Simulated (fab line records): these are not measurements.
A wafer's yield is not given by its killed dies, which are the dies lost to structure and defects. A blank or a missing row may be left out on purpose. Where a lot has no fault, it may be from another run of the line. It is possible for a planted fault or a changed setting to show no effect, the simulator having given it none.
Chamber matching	flow n5_finfet	N5_BEOL_M3_ETCH_70 on rie_diel-03: 4 sister chambers
The step etches SOC in N2/H2, target depth 80 nm, overetch 16 nm, time 120 s. 4 wafers are shown with their chamber, then 9 later ones without.

== EACH WAFER AND ITS CHAMBER ==
wafer	chamber	showerhead_plenum_p_Torr (Torr)
L077.5	0	2.63
L086.3	2	2.47
L087.5	1	2.71
L087.6	3	2.39

== WAFERS WITHOUT THEIR CHAMBER ==
wafer	showerhead_plenum_p_Torr (Torr)
L092.1	2.46
L092.2	2.70
L092.4	2.70
L095.2	2.46
L095.5	2.70
L095.6	2.46
L096.4	2.71
L096.5	2.46
L096.6	2.70

== WHICH CHAMBER EACH WENT THROUGH ==
wafer	from the rows above	in truth
L092.1	2	2
L092.2	1	1
L092.4	1	1
L095.2	2	2
L095.5	1	1
L095.6	2	2
L096.4	1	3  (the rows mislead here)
L096.5	2	2
L096.6	1	1
Correct placement for 8 of the 9. Not placeable from these rows: 0. 1 placed wrongly.
How it was worked out, from the rows above alone: a wafer's distance from a chamber is the root of the sum, over the readings, of the square of ((its reading less the chamber's mean) divided by the reading's scatter). If the next closest chamber is less than 2 further off than the closest, the wafer can't be placed; otherwise it belongs to the closest. Each chamber's mean is taken over the wafers shown for it. The scatter (one wafer shown for each chamber): square how far every hidden wafer sits from the nearest shown wafer, average those squares and take the square root.
